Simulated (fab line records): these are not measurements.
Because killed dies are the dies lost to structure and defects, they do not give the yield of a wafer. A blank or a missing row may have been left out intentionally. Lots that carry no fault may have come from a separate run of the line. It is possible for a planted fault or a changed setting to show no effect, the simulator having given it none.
fab line records	flow n5Finfet
record lots=7	wafers=19	lastDay=18
route steps=1938 shown GATE_CUT@488 BEOL_M4@1111 PASSIVATION@1936
lots that met no fault: from a run of the same line without faults
startH: start of the lot's first displayed wafer, in hours after the record's first day	waitH: hours from the lot's prior step to this one	" as in the row above	L1.1+2: several wafers, shown together as one row	- no value, or no start given	* or withheld: withheld	< > ~ a bound
route shown NAME@n: a module of which the file shows steps, and the number in the route of the first	usual: average and standard deviation across the fault-free wafers	same: alike in all rows	chamber/n: place in a boat	sites: the reading at each site	_std_site: standard deviation of those values	_edge_site: mean of outer sites minus mean of inner sites	radiusMm: how far each site lies from the wafer's centre	mask NAME#n: copy n	behind: tool/chamber where the wafer was last shaped	hold: why the lot went on hold/how many hours it stayed there/how the hold came to an end	device: the n, p or np transistor that did not switch	end of line: the same wafers' tests at the end of the route	a step with no rows: only its recipe	killed: not the wafer's yield, but the dies lost to structure and defects at the first sort	map: dies across one wafer; x = killed, . = not, _ = none there
set.NAME: the setting as run; set.NAME@STEP: as run at that earlier step	model.NAME: the simulator's own value behind a step, which no gauge read
lots seen at some steps along the route; tables by step, rows by wafer
services: from which hour (startH, from the record's first day; less than 0 if before it) a tool's chamber was out of use, for how many hours, and why
## steps
# step N5_GATE_CUT_OVL_MEAS_14
# recipe pointsPerWafer=522
# usual GATE_CUT_OVL=-0.6/0.6
lot.wafer	tool	chamber	startH	waitH	GATE_CUT_OVL[nm]
L701.3	overlay-01	0	89.36	0.0	-0.8
L701.4	"	0	"	"	-0.7
L701.5	"	0	"	"	-0.2
L702.1	overlay-02	0	97.02	0.0	-0.3
L702.2	"	0	"	"	0.0
L702.5	"	0	"	"	-0.7
L709.2	overlay-01	0	139.65	0.0	0.5
L709.3	"	0	"	"	-0.5
L709.6	"	0	"	"	-0.8
L712.3	overlay-01	0	154.66	0.0	-0.3
L712.5	"	0	"	"	-0.3
L712.6	"	0	"	"	-0.5
L716.1	overlay-02	0	181.84	0.0	-0.5
L716.3	"	0	"	"	-0.9
L718.1	overlay-02	0	191.10	0.0	-0.5
L718.3	"	0	"	"	-0.3
L719.1	overlay-02	0	197.59	0.0	-1.5
L719.4	"	0	"	"	-0.5
L719.6	"	0	"	"	0.5
# step N5_GATE_CUT_INSPECT_15
# recipe mode=adi	inspectInstrument=brightfield
# usual rawDefectCount=135/47
lot.wafer	tool	chamber	startH	waitH	rawDefectCount
L701.3	defectInspect-02	-	89.40	0.0	88
L701.4	"	-	"	"	85
L701.5	"	-	"	"	79
L702.1	defectInspect-01	-	97.08	0.1	157
L702.2	"	-	"	"	172
L702.5	"	-	"	"	155
L709.2	defectInspect-01	-	139.70	0.0	72
L709.3	"	-	"	"	147
L709.6	"	-	"	"	108
L712.3	defectInspect-02	-	154.71	0.0	88
L712.5	"	-	"	"	116
L712.6	"	-	"	"	130
L716.1	defectInspect-02	-	181.90	0.1	125
L716.3	"	-	"	"	119
L718.1	defectInspect-02	-	191.16	0.1	123
L718.3	"	-	"	"	169
L719.1	defectInspect-01	-	197.65	0.1	99
L719.4	"	-	"	"	184
L719.6	"	-	"	"	83
# step N5_GATE_CUT_DESCUM_18
# recipe chemistry=O2	timeS=7	sourcePowerW=50	biasPowerW=20	pressureMtorr=20	rfFrequencyHz=2.712e+07	tempC=40	resist=CAR-EUV	o2FlowSccm=225
# step N5_GATE_CUT_ETCH_28
# recipe chemistry=N2/H2	target=underlayer	targetDepthA=130	maskMaterial=CAR-EUV	timeS=10.4	ionEnergyEv=200	pressureMtorr=30	sourceW=840	biasW=150	n2FlowSccm=200	h2FlowSccm=200	ends=cleared
# usual drypumpMotorCurrentA=5.6/0.43	etchRfOnTimeS=10.39/0.29	h2FlowSccm=200.0/0.57	oesProductAu=0.66/0.064	rfVppV=524.1/2.1	showerheadPlenumPTorr=2.55/0.065	throttleValvePct=17.90/0.23
lot.wafer	tool	chamber	startH	waitH	drypumpMotorCurrentA	etchRfOnTimeS	h2FlowSccm	oesProductAu	rfHoursCounterH	rfVppV	showerheadPlenumPTorr	throttleValvePct
L701.3	rieDiel-06	3	89.95	0.0	5.6	10.84	200.2	0.63	157	528.3	2.64	17.92
L701.4	"	0	"	"	5.2	10.43	199.7	0.70	86	522.1	2.47	18.09
L701.5	"	2	"	"	5.6	10.38	199.5	0.66	-	526.3	2.65	17.93
L702.1	rieDiel-06	0	97.62	0.0	5.1	10.30	199.1	0.70	88	522.0	2.47	18.06
L702.2	"	1	"	"	6.5	10.29	198.8	0.60	205	525.0	2.54	18.06
L702.5	"	3	"	"	5.7	10.77	200.0	0.63	-	526.7	2.64	17.92
L709.2	rieDiel-02	0	139.99	0.0	5.1	10.48	200.5	0.62	181	525.9	2.62	18.13
L709.3	"	3	"	"	5.6	10.12	199.4	0.59	247	522.4	2.51	18.22
L709.6	"	2	"	"	6.0	9.98	200.3	0.68	-	523.2	2.55	17.77
L712.3	rieDiel-05	2	154.77	0.0	6.2	10.21	200.6	0.73	52	525.5	2.61	17.59
L712.5	"	3	"	"	5.1	10.70	200.6	0.59	-	524.7	2.49	18.10
L712.6	"	2	"	"	6.2	10.29	201.0	0.74	-	524.9	2.61	17.59
L716.1	rieDiel-02	3	181.97	0.0	5.6	10.02	200.0	0.85	0	522.0	2.51	17.71
L716.3	"	2	"	"	6.1	10.00	200.8	0.66	159	524.0	2.54	17.77
L718.1	rieDiel-02	0	191.22	0.0	5.1	10.54	200.5	0.59	200	525.2	2.61	18.17
L718.3	"	2	"	"	6.0	10.01	200.2	0.66	162	524.3	2.54	17.80
L719.1	rieDiel-02	1	197.94	0.0	5.6	10.75	201.3	0.71	51	521.7	2.49	17.90
L719.4	"	0	"	"	5.1	10.70	200.4	0.60	200	527.1	2.61	18.18
L719.6	"	3	"	"	5.6	10.04	200.0	0.81	-	523.2	2.51	17.75
# step N5_GATE_CUT_ETCH_36
# recipe chemistry=CF4	target=SiARC	targetDepthA=130	maskMaterial=CAR-EUV	timeS=21.7	ionEnergyEv=80	pressureMtorr=40	sourceW=545	biasW=36	Ar_flow_sccm=100	cf4FlowSccm=100	ends=cleared
# usual drypumpMotorCurrentA=5.6/0.43	etchRfOnTimeS=21.7/0.56	oesProductAu=0.66/0.065	rfVppV=184.1/1	showerheadPlenumPTorr=2.15/0.057	throttleValvePct=15.65/0.23
lot.wafer	tool	chamber	startH	waitH	drypumpMotorCurrentA	etchRfOnTimeS	oesProductAu	rfHoursCounterH	rfVppV	showerheadPlenumPTorr	throttleValvePct
L701.3	rieDiel-06	3	89.97	0.0	5.6	22.2	0.64	157	184.9	2.22	15.72
L701.4	"	0	"	"	5.2	21.7	0.70	86	184.8	2.09	15.76
L701.5	"	2	"	"	5.6	21.8	0.66	-	185.0	2.24	15.61
L702.1	rieDiel-06	0	97.64	0.0	5.2	21.9	0.70	88	183.0	2.09	15.77
L702.2	"	1	"	"	6.5	21.7	0.60	205	185.4	2.12	15.69
L702.5	"	3	"	"	5.7	22.6	0.63	-	184.4	2.22	15.74
L709.2	rieDiel-02	0	140.01	0.0	5.1	21.9	0.61	181	184.4	2.23	15.98
L709.3	"	3	"	"	5.6	21.0	0.58	247	184.8	2.09	15.76
L709.6	"	2	"	"	6.0	21.1	0.67	-	183.8	2.14	15.56
L712.3	rieDiel-05	2	154.79	0.0	6.2	21.6	0.73	52	184.5	2.16	15.19
L712.5	"	3	"	"	5.1	22.5	0.58	-	183.5	2.13	15.99
L712.6	"	2	"	"	6.2	21.3	0.74	-	182.9	2.16	15.18
L716.1	rieDiel-02	3	181.99	0.0	5.6	21.2	0.85	0	184.4	2.09	15.22
L716.3	"	2	"	"	6.0	21.2	0.66	159	183.1	2.13	15.59
L718.1	rieDiel-02	0	191.24	0.0	5.1	22.3	0.59	200	184.0	2.22	16.02
L718.3	"	2	"	"	6.0	21.4	0.65	162	183.5	2.13	15.60
L719.1	rieDiel-02	1	197.96	0.0	5.6	21.9	0.73	51	184.4	2.09	15.69
L719.4	"	0	"	"	5.1	22.1	0.60	200	184.3	2.22	16.01
L719.6	"	3	"	"	5.6	20.6	0.83	-	182.7	2.09	15.24
# step N5_GATE_CUT_ETCH_37
# recipe chemistry=N2/H2	target=SOC	targetDepthA=600	overetchA=120	maskMaterial=SiARC	tempC=40	timeS=90	ionEnergyEv=200	pressureMtorr=30	sourceW=840	biasW=150	n2FlowSccm=200	h2FlowSccm=200
# usual drypumpMotorCurrentA=5.6/0.43	h2FlowSccm=200.0/0.66	oesProductAu=0.69/0.065	rfVppV=524.0/2.1	showerheadPlenumPTorr=2.55/0.064	throttleValvePct=17.88/0.23
lot.wafer	tool	chamber	startH	waitH	drypumpMotorCurrentA	h2FlowSccm	oesProductAu	rfHoursCounterH	rfVppV	showerheadPlenumPTorr	throttleValvePct
L701.3	rieDiel-06	3	89.99	0.0	5.6	200.1	0.67	157	528.3	2.64	17.90
L701.4	"	0	"	"	5.2	200.5	0.74	86	522.9	2.47	18.03
L701.5	"	2	"	"	5.7	200.5	0.69	-	526.7	2.65	17.90
L702.1	rieDiel-06	0	97.66	0.0	5.2	201.0	0.73	88	520.3	2.47	18.04
L702.2	"	1	"	"	6.6	199.6	0.63	205	523.8	2.54	18.04
L702.5	"	3	"	"	5.7	199.9	0.67	-	526.1	2.64	17.91
L709.2	rieDiel-02	0	140.04	0.0	5.1	200.5	0.65	181	527.4	2.62	18.11
L709.3	"	3	"	"	5.6	200.5	0.60	247	521.8	2.51	18.18
L709.6	"	2	"	"	6.1	199.4	0.69	-	522.6	2.55	17.74
L712.3	rieDiel-05	2	154.82	0.0	6.2	200.3	0.76	52	525.1	2.61	17.55
L712.5	"	3	"	"	5.1	200.4	0.63	-	524.0	2.49	18.09
L712.6	"	2	"	"	6.2	200.6	0.76	-	525.1	2.61	17.56
L716.1	rieDiel-02	3	182.02	0.0	5.6	199.5	0.87	0	523.4	2.51	17.68
L716.3	"	2	"	"	6.0	200.3	0.68	159	523.7	2.54	17.76
L718.1	rieDiel-02	0	191.27	0.0	5.1	200.6	0.63	200	525.0	2.61	18.14
L718.3	"	2	"	"	6.1	199.6	0.68	162	524.6	2.54	17.78
L719.1	rieDiel-02	1	197.98	0.0	5.6	201.5	0.75	51	523.0	2.49	17.87
L719.4	"	0	"	"	5.1	200.4	0.64	200	526.2	2.61	18.15
L719.6	"	3	"	"	5.6	201.2	0.85	-	522.1	2.51	17.71
# step N5_GATE_CUT_STRIP_38
# recipe chemistry=N2/H2	tempC=40	n2FlowSccm=200	h2FlowSccm=200	rfFrequencyHz=6e+07
# step N5_GATE_CUT_STRIP_39
# recipe chemistry=N2/H2	tempC=40	n2FlowSccm=200	h2FlowSccm=200	rfFrequencyHz=6e+07
# step N5_GATE_CUT_HM_OPEN_40
# recipe chemistry=C4F6/O2	target=SiO2	maskMaterial=SiARC	targetDepthA=1390	timeS=85.1	ionEnergyEv=250	pressureMtorr=30	sourceW=345	biasW=185	Ar_flow_sccm=300	C4F6_flow_sccm=10	O2_flow_sccm=10	ends=cleared
# step N5_GATE_CUT_STRIP_41
# recipe chemistry=CF4	resist=SiARC	powerW=300	biasPowerW=75	pressureMtorr=50	cf4FlowSccm=150	rfFrequencyHz=6e+07
# step N5_GATE_CUT_STRIP_42
# recipe chemistry=O2	powerW=400	tempC=40	pressureMtorr=30	rfFrequencyHz=6e+07	biasPowerW=0	overashFraction=0.3	o2FlowSccm=225
# step N5_GATE_CUT_ETCH_19
# recipe chemistry=CH3F/O2	target=SiNx	maskMaterial=SiO2	targetDepthA=537	timeS=76.7	pressureMtorr=30	sourceW=395	biasW=73	Ar_flow_sccm=150	CH3F_flow_sccm=30	O2_flow_sccm=20	ionEnergyEv=120	ends=cleared
# usual drypumpMotorCurrentA=5.6/0.43	etchRfOnTimeS=76.8/1.5	oesProductAu=0.66/0.065	rfVppV=298/4.9	showerheadPlenumPTorr=2.00/0.058	throttleValvePct=16.38/0.22
lot.wafer	tool	chamber	startH	waitH	drypumpMotorCurrentA	etchRfOnTimeS	oesProductAu	rfHoursCounterH	rfVppV	showerheadPlenumPTorr	throttleValvePct
L701.3	rieDiel-06	3	90.20	0.0	5.6	80.1	0.62	158	296	2.08	16.44
L701.4	"	0	"	"	5.1	76.2	0.70	86	305	1.95	16.56
L701.5	"	2	"	"	5.6	77.9	0.64	-	296	2.10	16.39
L702.1	rieDiel-06	0	97.87	0.0	5.2	76.1	0.70	88	306	1.95	16.55
L702.2	"	1	"	"	6.5	76.0	0.60	205	302	1.97	16.32
L702.5	"	3	"	"	5.7	79.0	0.63	-	297	2.08	16.45
L709.2	rieDiel-02	0	140.24	0.0	5.1	78.6	0.60	181	301	2.09	16.75
L709.3	"	3	"	"	5.6	76.1	0.58	248	296	1.95	16.52
L709.6	"	2	"	"	6.0	76.0	0.67	-	297	1.99	16.26
L712.3	rieDiel-05	2	155.02	0.0	6.2	75.9	0.73	53	307	2.03	16.00
L712.5	"	3	"	"	5.1	78.5	0.58	-	298	1.99	16.68
L712.6	"	2	"	"	6.2	75.5	0.74	-	306	2.03	16.00
L716.1	rieDiel-02	3	182.22	0.0	5.6	76.5	0.83	0	294	1.95	16.01
L716.3	"	2	"	"	6.0	75.5	0.66	159	296	1.99	16.28
L718.1	rieDiel-02	0	191.48	0.0	5.1	78.7	0.59	200	300	2.08	16.76
L718.3	"	2	"	"	6.1	75.9	0.65	162	297	1.99	16.31
L719.1	rieDiel-02	1	198.19	0.0	5.6	77.5	0.71	51	290	1.94	16.32
L719.4	"	0	"	"	5.1	78.1	0.60	201	302	2.08	16.77
L719.6	"	3	"	"	5.6	74.3	0.82	-	295	1.95	16.02
# step N5_GATE_CUT_CUT_ETCH_53
# recipe chemistry=SF6/Cl2	target=W	maskMaterial=SiO2	targetDepthA=792	pressureMtorr=8	icpW=900	biasW=80	SF6_flow_sccm=40	Cl2_flow_sccm=60	ends=cleared
# usual drypumpMotorCurrentA=5.4/0.5	etchRfOnTimeS=25.9/0.59	oesProductAu=0.64/0.08	throttleValvePct=28.68/0.23
lot.wafer	tool	chamber	startH	waitH	drypumpMotorCurrentA	etchRfOnTimeS	oesProductAu	rfHoursCounterH	throttleValvePct
L701.3	rieMetal-01	0	90.33	0.1	4.8	25.6	0.58	-	28.49
L701.4	"	1	"	"	5.8	24.8	0.79	-	28.86
L701.5	"	0	"	"	4.8	25.7	0.57	-	28.47
L702.1	rieMetal-01	1	97.97	0.1	5.8	25.2	0.78	19	28.87
L702.2	"	0	"	"	4.8	26.0	0.57	115	28.49
L702.5	"	0	"	"	4.8	25.9	0.57	-	28.48
L709.2	rieMetal-01	0	140.35	0.1	4.8	25.7	0.57	118	28.49
L709.3	"	1	"	"	5.9	25.1	0.78	-	28.86
L709.6	"	0	"	"	4.8	25.7	0.57	-	28.48
L712.3	rieMetal-02	0	155.15	0.1	5.7	26.4	0.60	-	28.67
L712.5	"	1	"	"	5.5	26.3	0.67	-	28.56
L712.6	"	0	"	"	5.7	26.4	0.60	-	28.67
L716.1	rieMetal-02	1	182.33	0.1	5.4	19.0	0.82	52	28.55
L716.3	"	0	"	"	5.8	26.1	0.60	-	28.68
L718.1	rieMetal-02	1	191.58	0.1	5.4	19.1	0.82	52	28.57
L718.3	"	1	"	"	5.4	26.3	0.67	-	28.54
L719.1	rieMetal-02	0	198.30	0.1	5.8	18.9	0.72	99	28.69
L719.4	"	1	"	"	5.5	26.2	0.67	-	28.55
L719.6	"	1	"	"	5.5	26.0	0.67	-	28.56
# step N5_GATE_CUT_CUT_ETCH_54
# recipe chemistry=Cl2/BCl3	target=TiN	maskMaterial=SiO2	targetDepthA=967	pressureMtorr=10	icpW=1000	biasW=126	Cl2_flow_sccm=53.25	bcl3FlowSccm=21.75	Ar_flow_sccm=25	ends=cleared
# usual drypumpMotorCurrentA=5.4/0.5	etchRfOnTimeS=36.3/0.88	oesProductAu=0.64/0.08	throttleValvePct=22.09/0.16
lot.wafer	tool	chamber	startH	waitH	drypumpMotorCurrentA	etchRfOnTimeS	oesProductAu	rfHoursCounterH	throttleValvePct
L701.3	rieMetal-01	0	90.39	0.0	4.8	36.3	0.57	-	21.97
L701.4	"	1	"	"	5.9	35.1	0.79	-	22.09
L701.5	"	0	"	"	4.7	36.3	0.57	-	21.99
L702.1	rieMetal-01	1	98.03	0.0	5.9	34.8	0.79	19	22.10
L702.2	"	0	"	"	4.8	36.1	0.57	115	21.99
L702.5	"	0	"	"	4.7	36.4	0.57	-	21.97
L709.2	rieMetal-01	0	140.41	0.0	4.8	36.1	0.57	118	22.00
L709.3	"	1	"	"	5.9	35.2	0.77	-	22.12
L709.6	"	0	"	"	4.8	36.0	0.57	-	21.99
L712.3	rieMetal-02	0	155.21	0.0	5.8	36.7	0.60	-	22.09
L712.5	"	1	"	"	5.5	36.6	0.67	-	21.98
L712.6	"	0	"	"	5.7	36.2	0.60	-	22.08
L716.1	rieMetal-02	1	182.39	0.0	5.5	36.9	0.67	52	21.98
L716.3	"	0	"	"	5.8	36.8	0.59	-	22.11
L718.1	rieMetal-02	1	191.66	0.1	5.4	36.5	0.68	52	21.96
L718.3	"	1	"	"	5.4	36.5	0.67	-	21.98
L719.1	rieMetal-02	0	198.36	0.0	5.7	36.7	0.59	99	22.11
L719.4	"	1	"	"	5.5	36.5	0.67	-	21.98
L719.6	"	1	"	"	5.5	36.4	0.67	-	21.98
# step N5_BEOL_M4_RC_MEAS_101
# usual DIBL_N=36.5/1.9	DIBL_P=36.4/2.2	IOFF_N=0.17/0.034	IOFF_P=0.21/0.036	ION_N=678/12	ION_P=462/7.1	SS_N=71.7/0.61	SS_P=73.4/0.71	VT_N=249/3.5	VT_P=-251/3
lot.wafer	tool	chamber	startH	waitH	DIBL_N[mV/V]	DIBL_P[mV/V]	IOFF_N[nA/um]	IOFF_P[nA/um]	ION_N[uA/um]	ION_P[uA/um]	SS_N[mV/dec]	SS_P[mV/dec]	VT_N[mV]	VT_P[mV]
L701.3	prober-02	0	185.66	0.3	37.7	37.4	0.18	0.21	683	463	70.5	73.3	244	-250
L701.4	"	0	"	"	38.9	38.7	0.19	0.24	687	468	72.2	74.2	247	-246
L701.5	"	0	"	"	40.3	40.3	0.22	0.27	683	464	71.6	74.4	244	-245
L702.1	prober-02	0	204.20	0.0	40.9	40.2	0.25	0.27	689	463	71.9	74.5	244	-248
L702.2	"	0	"	"	36.2	34.5	0.14	0.18	667	456	71.7	72.2	250	-254
L702.5	"	0	"	"	37.3	37.4	0.17	0.21	678	456	71.7	73.2	248	-253
L709.2	prober-01	0	250.03	0.2	38.1	37.9	0.17	0.21	663	458	72.2	73.1	252	-248
L709.3	"	0	"	"	39.3	40.2	0.21	0.26	692	477	72.7	73.7	245	-249
L709.6	"	0	"	"	38.5	39.6	0.20	0.23	696	466	72.0	73.6	246	-251
L712.3	prober-01	0	276.82	0.3	36.4	34.9	0.13	0.18	655	452	71.4	73.2	254	-254
L712.5	"	0	"	"	37.6	36.7	0.16	0.20	669	457	71.6	72.9	251	-254
L712.6	"	0	"	"	36.6	35.1	0.14	0.18	679	458	71.3	73.1	249	-255
L719.1	prober-01	0	297.96	0.0	38.3	40.4	0.22	0.26	690	464	72.9	74.2	246	-249
L719.4	"	0	"	"	39.2	41.2	0.25	0.26	698	466	73.2	74.2	243	-249
L719.6	"	0	"	"	37.7	39.8	0.20	0.23	685	468	73.0	73.7	248	-250
L716.1	prober-02	0	298.30	0.0	38.4	37.8	0.19	0.24	687	474	71.7	73.8	247	-249
L716.3	"	0	"	"	36.9	36.0	0.17	0.21	697	469	71.6	73.1	244	-248
L718.1	prober-01	0	307.10	0.0	33.9	34.5	0.13	0.16	677	457	71.3	73.2	256	-256
L718.3	"	0	"	"	30.1	30.3	0.09	0.12	664	455	70.3	71.6	258	-260
# step N5_PASSIVATION_PROBE_49
# usual defectLimitedYield=91.0/1.5	killed_at_M0_to_M3=35/11	killed_at_M4_up=13/5	killedAtContacts=12/5.9	killedAtFrontEnd=42/13	killedAtOther=3/3.2	killedDies=106/18	killedOpen=69/13	killedShort=35/8.9	sort_bin_5_function=5.2/0.95	sort_bin_6_memory=3.3/0.71	sortNPass=1074/18	sortYieldPct=91.0/1.5
# same grossDies=1180	killedAtBackSide=0	sort_bin_4_leakage[%]=0	sort_bin_8_speed[%]=0
lot.wafer	tool	chamber	startH	waitH	defectLimitedYield[%]	killed_at_M0_to_M3	killed_at_M4_up	killedAtContacts	killedAtFrontEnd	killedAtOther	killedDies	killedOpen	killedShort	sort_bin_5_function[%]	sort_bin_6_memory[%]	sortNPass	sortYieldPct[%]
L701.3	prober-01	-	291.35	0.1	92.1	23	27	6	28	9	93	60	33	4.7	3.0	1087	92.1
L701.4	prober-01	-	291.40	0.2	87.9	40	18	9	67	9	143	89	49	6.7	4.4	1037	87.9
L701.5	prober-01	-	291.45	0.2	88.2	25	19	13	78	4	139	87	51	6.5	4.6	1041	88.2
L702.1	prober-02	-	307.79	0.0	90.8	38	17	13	38	3	109	72	36	5.8	3.1	1071	90.8
L702.2	prober-02	-	307.84	0.1	89.0	46	25	13	46	0	130	89	39	6.5	4.2	1050	89.0
L702.5	prober-02	-	307.99	0.2	88.5	40	24	32	37	3	136	97	34	7.1	4.1	1044	88.5
L709.2	prober-02	-	363.32	0.1	90.8	54	8	7	34	5	108	67	36	4.7	3.7	1072	90.8
L709.3	prober-02	-	363.37	0.1	89.7	65	17	5	30	4	121	72	48	6.0	3.5	1059	89.7
L709.6	prober-02	-	363.52	0.3	91.9	42	23	7	18	6	96	54	42	5.3	2.1	1084	91.9
L716.1	prober-02	-	420.42	0.0	91.7	38	5	10	42	3	98	66	31	4.6	3.6	1082	91.7
L716.3	prober-02	-	420.52	0.1	91.1	41	16	14	33	1	105	69	35	5.1	3.4	1075	91.1
L718.1	prober-01	-	425.28	0.0	91.3	32	15	8	45	3	103	63	39	5.3	2.7	1077	91.3
L718.3	prober-01	-	425.38	0.1	94.3	14	7	14	27	5	67	51	15	3.6	2.0	1113	94.3
# killed by level:class
L701.3 FIN_SAQP:geometricParticle:short=9 BEOL_M4:geometricParticle:open=9 BEOL_M0_SAQP:geometricParticle:short=8 BEOL_M5:geometricParticle:open=7 BEOL_M2:geometricParticle:open=6 BEOL_M5:geometricParticle:short=6 FIN_SAQP:geometricParticle:open=5 MIM_TOP_ETCH:geometricParticle:open=5
L701.4 FIN_SAQP:geometricParticle:open=24 FIN_SAQP:geometricParticle:short=18 MOL_CONTACT_COAG:geometricParticle:open=9 BEOL_M4:geometricParticle:open=9 BEOL_M0_SAQP:geometricParticle:open=8 BEOL_M3:geometricParticle:open=8 DUMMY_GATE:geometricParticle:open=7 BEOL_M0_SAQP:geometricParticle:short=6
L701.5 FIN_SAQP:geometricParticle:open=28 FIN_SAQP:geometricParticle:short=17 STI_FIN_REVEAL:geometricParticle:open=11 MOL_CONTACT_COAG:geometricParticle:open=11 BEOL_M0_SAQP:geometricParticle:open=11 BEOL_M0_SAQP:geometricParticle:short=8 BEOL_M5:geometricParticle:open=7 DUMMY_GATE:geometricParticle:open=5
L702.1 FIN_SAQP:geometricParticle:open=12 MOL_CONTACT_COAG:geometricParticle:open=8 BEOL_M1:geometricParticle:open=7 BEOL_M2:geometricParticle:open=7 BEOL_M5:geometricParticle:open=6 DUMMY_GATE:geometricParticle:open=5 MOL_CONTACT_COAG:geometricParticle:short=5 BEOL_M0_SAQP:geometricParticle:short=5
L702.2 FIN_SAQP:geometricParticle:open=16 BEOL_M4:geometricParticle:open=12 BEOL_M0_SAQP:geometricParticle:short=10 BEOL_M1:geometricParticle:open=10 BEOL_M2:geometricParticle:open=10 MOL_CONTACT_COAG:geometricParticle:open=9 FIN_SAQP:geometricParticle:short=8 BEOL_M5:geometricParticle:open=6
L702.5 MOL_CONTACT_COAG:geometricParticle:open=26 FIN_SAQP:geometricParticle:open=12 BEOL_M2:geometricParticle:open=10 BEOL_M0_SAQP:geometricParticle:open=7 MOL_CONTACT_COAG:geometricParticle:short=6 BEOL_M0:geometricParticle:open=6 BEOL_M5:geometricParticle:open=6 DUMMY_GATE:geometricParticle:open=5
L709.2 BEOL_M0_SAQP:geometricParticle:open=13 BEOL_M0_SAQP:geometricParticle:short=11 BEOL_M2:geometricParticle:short=9 DUMMY_GATE:geometricParticle:open=8 BEOL_M2:geometricParticle:open=6 BEOL_M3:geometricParticle:open=6 MOL_CONTACT_COAG:geometricParticle:open=5 HKMG_FIN:areaEtch=5
L709.3 BEOL_M0_SAQP:geometricParticle:short=16 BEOL_M3:geometricParticle:open=13 BEOL_M0_SAQP:geometricParticle:open=11 BEOL_M1:geometricParticle:open=10 GATE_CUT:geometricParticle:short=7 MOL_CONTACT_COAG:geometricParticle:open=5 ILD0:geometricParticle:open=5 BEOL_M1:geometricParticle:short=5
L709.6 BEOL_M0_SAQP:geometricParticle:short=12 BEOL_M2:geometricParticle:short=11 BEOL_M5:geometricParticle:open=9 MOL_CONTACT_COAG:geometricParticle:open=5 BEOL_M3:geometricParticle:open=5 FIN_SAQP:geometricParticle:open=4 BEOL_M0_SAQP:geometricParticle:open=4 BEOL_M6:geometricParticle:open=4
L716.1 FIN_SAQP:geometricParticle:open=12 BEOL_M0_SAQP:geometricParticle:open=9 BEOL_M3:geometricParticle:open=9 MOL_CONTACT_COAG:geometricParticle:open=8 BEOL_M1:geometricParticle:open=8 FIN_SAQP:geometricParticle:short=6 DUMMY_GATE:geometricParticle:open=6 GATE_CUT:geometricParticle:short=5
L716.3 BEOL_M0_SAQP:geometricParticle:short=11 MOL_CONTACT_COAG:geometricParticle:open=9 FIN_SAQP:geometricParticle:open=8 BEOL_M0_SAQP:geometricParticle:open=8 BEOL_M3:geometricParticle:open=7 GATE_CUT:geometricParticle:open=6 BEOL_M1:geometricParticle:open=6 STI_FIN_REVEAL:geometricParticle:open=5
L718.1 FIN_SAQP:geometricParticle:short=13 BEOL_M3:geometricParticle:open=8 BEOL_M1:geometricParticle:open=7 BEOL_M2:geometricParticle:open=7 MOL_CONTACT_COAG:geometricParticle:open=6 BEOL_M5:geometricParticle:open=5 GATE_CUT:geometricParticle:short=4 BEOL_M4:geometricParticle:open=4
L718.3 MOL_CONTACT_COAG:geometricParticle:open=14 FIN_SAQP:geometricParticle:short=7 FIN_SAQP:geometricParticle:open=5 BEOL_M3:geometricParticle:open=4 STI_FIN_REVEAL:geometricParticle:open=3 GATE_CUT:geometricParticle:open=3 BEOL_M2:geometricParticle:open=3 BEOL_M4:geometricParticle:open=3
## services
tool	chamber	startH	hours	kind
rieMetal-01	1	72.14	4.7	repair
rieDiel-06	-	95.50	1.1	repair
rieDiel-02	0	110.40	10.7	repair
rieDiel-02	-	134.86	0.7	repair
rieDiel-02	3	147.66	-	clean
rieDiel-02	3	147.66	-	consumableReplace:focusRing
rieDiel-02	3	147.66	33.6	scheduledDown
rieDiel-02	3	147.66	33.6	ventCycle
rieMetal-01	-	188.36	28.1	pm
## key
firstSign step=N5_GATE_CUT_CUT_ETCH_53	reading=etchRfOnTimeS	direction=down	sigmas=12	usual=*	struck=*
effect none on later readings
metAt N5_GATE_CUT_CUT_ETCH_53
struckWafers L716.1,L718.1,L719.1
onsetBetween 155.15 182.33
fault kind=processParameterDrift	tool=rieMetal-02	chamber=-	onsetH=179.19	steps=N5_GATE_CUT_CUT_ETCH_53	channel=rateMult	offset=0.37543	shape=step	endH=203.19	scope=struckWafersOnly
